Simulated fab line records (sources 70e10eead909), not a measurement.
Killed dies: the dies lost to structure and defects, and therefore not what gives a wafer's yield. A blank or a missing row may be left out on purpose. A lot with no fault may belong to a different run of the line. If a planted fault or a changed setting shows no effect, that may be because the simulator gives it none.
What tool caused it? | flow nand-harc | 12 lots, 33 wafers sampled, at 5 steps of a route of 1159

## WHAT THE GAUGES SHOWED, per wafer
NHARC_END_SORT_01. Usual: defect-limited-yield 95.6 %, standard deviation 1.4; killed-at-array 26, standard deviation 9; killed-at-other 0.8, standard deviation 1.2; killed-at-periphery 3.2, standard deviation 2.3; killed-dies 30, standard deviation 9.1; killed-open 3.5, standard deviation 2; killed-short 1.8, standard deviation 1.4; sort_bin_2_pct 1.4 %, standard deviation 0.59; sort_bin_3_pct 0.25 %, standard deviation 0.22; sort_bin_4_pct 2.8 %, standard deviation 0.91; sort-n-pass 647, standard deviation 9.1; sort-rim-yield-pct 95.4 %, standard deviation 3; sort-yield-pct 95.6 %, standard deviation 1.4.
lot  | measured     | on        | defect-limited-yield (%) | killed-at-array | killed-at-other | killed-at-periphery | killed-dies | killed-open | killed-short | sort_bin_2_pct (%) | sort_bin_3_pct (%) | sort_bin_4_pct (%) | sort-n-pass | sort-rim-yield-pct (%) | sort-yield-pct (%) | flag
L607 | day 22 10:04 | prober-02 | 96.0 96.6                | 22 20           | 1 0             | 4 3                 | 27 23       | 3 3         | 4 2          | 0.9 1.3            | 0.15 0             | 3.0 2.1            | 650 654     | 93.4 92.5              | 96.0 96.6          |
L614 | day 23 15:35 | prober-02 | 94.1 91.4 93.8           | 35 52 38        | 1 0 1           | 4 6 3               | 40 58 42    | 1 9 0       | 2 2 3        | 2.4 3.2 2.7        | 0 0.59 0.15        | 3.5 4.7 3.4        | 637 619 635 | 92.5 92.5 95.3         | 94.1 91.4 93.8     |
L618 | day 26 01:17 | prober-02 | 93.2 93.1 94.4           | 42 36 35        | 1 2 1           | 3 9 2               | 46 47 38    | 3 6 5       | 3 2 1        | 1.8 2.8 1.5        | 0.74 0 0.44        | 4.3 4.1 3.7        | 631 630 639 | 88.7 87.7 87.7         | 93.2 93.1 94.4     |

## WHICH TOOL RAN EACH LOT (tool, then ch and the chambers of the sampled wafers, then the start)
lot  | NHARC_P_M2_ETCH_35                 | NHARC_P_M2_ETCH_28                            | NHARC_P_M2_DEGAS_29          | NHARC_P_BONDPAD_SOFTBAKE_04
L596 | rie-diel-02 ch 0,2,3, day 6 04:35  | rie-diel-05 ch 1,2, day 6 05:32 or earlier    | pvd-sputter-03, day 6 05:32  | litho-track-05 ch 0, day 6 08:00
L598 | rie-diel-05 ch 0,1,3, day 6 20:08  | rie-diel-05 ch 0,1,3, day 6 21:03 or earlier  | pvd-sputter-02, day 6 21:03  | litho-track-07 ch 0, day 7 00:00
L599 | rie-diel-02 ch 0,1,2, day 6 22:13  | rie-diel-02 ch 1,2,3, day 6 23:09 or earlier  | pvd-sputter-02, day 6 23:09  | litho-track-03 ch 0, day 7 02:00
L600 | rie-diel-09 ch 2,3, day 7 09:38    | rie-diel-05 ch 1,2,3, day 7 10:42 or earlier  | pvd-sputter-01, day 7 10:42  | litho-track-05 ch 0, day 7 13:00
L605 | rie-diel-05 ch 2,3, day 8 20:38    | rie-diel-05 ch 0,1, day 8 21:35 or earlier    | pvd-sputter-01, day 8 21:35  | litho-track-05 ch 0, day 9 00:00
L606 | rie-diel-09 ch 0,3, day 8 22:22    | rie-diel-09 ch 0,3, day 8 23:19 or earlier    | pvd-sputter-02, day 8 23:19  | litho-track-05 ch 0, day 9 02:00
L607 | rie-diel-05 ch 2,3, day 9 16:42    | rie-diel-09 ch 0, day 9 17:39 or earlier      | pvd-sputter-01, day 9 17:39  | litho-track-05 ch 0, day 9 20:00
L611 | rie-diel-05 ch 0,3, day 10 08:55   | rie-diel-05 ch 2,3, day 10 09:52 or earlier   | pvd-sputter-03, day 10 09:52 | litho-track-03 ch 0, day 10 12:00
L614 | rie-diel-05 ch 0,1, day 11 06:22   | rie-diel-05 ch 0,3, day 11 07:17 or earlier   | pvd-sputter-01, day 11 07:17 | litho-track-03 ch 0, day 11 10:00
L615 | rie-diel-09 ch 0,1,2, day 11 06:37 | rie-diel-09 ch 0,2,3, day 11 07:33 or earlier | pvd-sputter-02, day 11 07:33 | litho-track-07 ch 0, day 11 10:00
L617 | rie-diel-02 ch 0,1,2, day 11 11:21 | rie-diel-09 ch 2,3, day 11 12:18 or earlier   | pvd-sputter-03, day 11 12:18 | litho-track-07 ch 0, day 11 16:00
L618 | rie-diel-05 ch 1,2, day 11 21:08   | rie-diel-05 ch 1,3, day 11 22:08 or earlier   | pvd-sputter-01, day 11 22:08 | litho-track-03 ch 0, day 12 01:00
- NHARC_P_M2_ETCH_35: etches the open film in N2/H2, target depth 40 nm, overetch 12 nm, time 43.94 s.
- NHARC_P_M2_ETCH_28: etches the open film in CF4/N2, target depth 30 nm, time 72.99 s.
- NHARC_P_M2_DEGAS_29: time 60 s.
- NHARC_P_BONDPAD_SOFTBAKE_04: time 70 s.

## AS READ BY THE TOOLS THEMSELVES (means over the sampled wafers that have a number; for cases with no such wafer, the mark the record gives instead)
NHARC_P_M2_ETCH_35. Usual: drypump-motor-current-A 5.8 A, standard deviation 0.37; oes-product-au 0.999 a.u., standard deviation 0.011; rf-vpp-V 431.2 V, standard deviation 2.7; showerhead-plenum-p-Torr 2.06 Torr, standard deviation 0.094; throttle-valve-pct 14.171 %, standard deviation 0.0091.
lot  | tool        | drypump-motor-current-A (A) | oes-product-au (a.u.) | rf-vpp-V (V) | showerhead-plenum-p-Torr (Torr) | throttle-valve-pct (%) | flag
L596 | rie-diel-02 | 6.0                         | 0.985                 | 429.3        | 1.97                            | 14.175                 |
L598 | rie-diel-05 | 5.9                         | 0.987                 | 431.6        | 2.08                            | 14.166                 |
L599 | rie-diel-02 | 6.2                         | 0.993                 | 431.0        | 2.05                            | 14.162                 |
L600 | rie-diel-09 | 5.6                         | 0.997                 | 433.6        | 2.17                            | 14.180                 |
L605 | rie-diel-05 | 5.5                         | 0.994                 | 430.1        | 2.00                            | 14.171                 |
L606 | rie-diel-09 | 5.3                         | 0.995                 | 431.9        | 2.06                            | 14.163                 |
L607 | rie-diel-05 | 5.5                         | 0.990                 | 428.2        | 2.00                            | 14.172                 |
L611 | rie-diel-05 | 5.8                         | 0.997                 | 431.2        | 2.06                            | 14.169                 |
L614 | rie-diel-05 | 5.9                         | 1.013                 | 434.1        | 2.15                            | 14.175                 |
L615 | rie-diel-09 | 5.9                         | 0.996                 | 432.6        | 2.12                            | 14.165                 |
L617 | rie-diel-02 | 6.2                         | 0.990                 | 430.3        | 2.04                            | 14.177                 |
L618 | rie-diel-05 | 5.6                         | 1.004                 | 429.1        | 2.02                            | 14.166                 |

NHARC_P_M2_ETCH_28. Usual: drypump-motor-current-A 5.7 A, standard deviation 0.37; oes-product-au 1.000 a.u., standard deviation 0.0089; rf-vpp-V 314.9 V, standard deviation 1.9; showerhead-plenum-p-Torr 2.67 Torr, standard deviation 0.1; throttle-valve-pct 19.795 %, standard deviation 0.0092.
lot  | tool        | drypump-motor-current-A (A) | oes-product-au (a.u.) | rf-vpp-V (V) | showerhead-plenum-p-Torr (Torr) | throttle-valve-pct (%) | flag
L596 | rie-diel-05 | 5.9                         | 1.009                 | 314.3        | 2.63                            | 19.802                 |
L598 | rie-diel-05 | 5.9                         | 1.002                 | 314.9        | 2.67                            | 19.792                 |
L599 | rie-diel-02 | 6.3                         | 0.989                 | 314.9        | 2.64                            | 19.791                 |
L600 | rie-diel-05 | 5.7                         | 0.995                 | 313.4        | 2.60                            | 19.790                 |
L605 | rie-diel-05 | 6.0                         | 1.010                 | 315.4        | 2.72                            | 19.800                 |
L606 | rie-diel-09 | 5.3                         | 0.992                 | 314.4        | 2.66                            | 19.800                 |
L607 | rie-diel-09 | 5.5                         | 1.002                 | 312.8        | 2.58                            | 19.802                 |
L611 | rie-diel-05 | 5.5                         | 0.992                 | 313.0        | 2.58                            | 19.793                 |
L614 | rie-diel-05 | 5.8                         | 0.992                 | 314.4        | 2.65                            | 19.801                 |
L615 | rie-diel-09 | 5.5                         | 0.999                 | 315.3        | 2.70                            | 19.801                 |
L617 | rie-diel-09 | 5.6                         | 1.010                 | 316.9        | 2.78                            | 19.798                 |
L618 | rie-diel-05 | 6.1                         | 1.006                 | 314.3        | 2.62                            | 19.789                 |

NHARC_P_M2_DEGAS_29. Usual: heater-power-w reads 340 W (standard deviation 35).
lot  | tool           | heater-power-w (W) | flag
L596 | pvd-sputter-03 | 373                |
L598 | pvd-sputter-02 | 321                |
L599 | pvd-sputter-02 | 330                |
L600 | pvd-sputter-01 | 358                |
L605 | pvd-sputter-01 | 384                |
L606 | pvd-sputter-02 | 330                |
L607 | pvd-sputter-01 | 379                |
L611 | pvd-sputter-03 | 326                |
L614 | pvd-sputter-01 | 326                |
L615 | pvd-sputter-02 | 340                |
L617 | pvd-sputter-03 | 325                |
L618 | pvd-sputter-01 | 346                |

NHARC_P_BONDPAD_SOFTBAKE_04. Usual: heater-power-total-W reads 201.0 W (standard deviation 1.3).
lot  | tool           | heater-power-total-W (W) | flag
L596 | litho-track-05 | 201.1                    |
L598 | litho-track-07 | 201.1                    |
L599 | litho-track-03 | 201.9                    |
L600 | litho-track-05 | 201.0                    |
L605 | litho-track-05 | 204.8                    |
L606 | litho-track-05 | 204.0                    |
L607 | litho-track-05 | 204.8                    |
L611 | litho-track-03 | 199.2                    |
L614 | litho-track-03 | 199.9                    |
L615 | litho-track-07 | 201.4                    |
L617 | litho-track-07 | 200.1                    |
L618 | litho-track-03 | 200.4                    |

## THE ANSWER, worked out from the rows above alone
Rule: take the mean of a lot's wafers that have a number; if it is more than 3 standard deviations from the usual mean, the lot is off. Also off: a lot with no number at a reading for which 4 or more lots have one. All remaining lots with rows at the step are treated as sound. After the gauges, taken in route order, come the tools' own readings; for these a lot's mean is taken, as printed above. The first step at which some lot is off is used, and at that step the reading that is off furthest; a lot without a number counts as furthest.
No lot is off at any reading shown: from this, nothing can be told.

## WHAT WAS PUT IN BY THE SIMULATOR
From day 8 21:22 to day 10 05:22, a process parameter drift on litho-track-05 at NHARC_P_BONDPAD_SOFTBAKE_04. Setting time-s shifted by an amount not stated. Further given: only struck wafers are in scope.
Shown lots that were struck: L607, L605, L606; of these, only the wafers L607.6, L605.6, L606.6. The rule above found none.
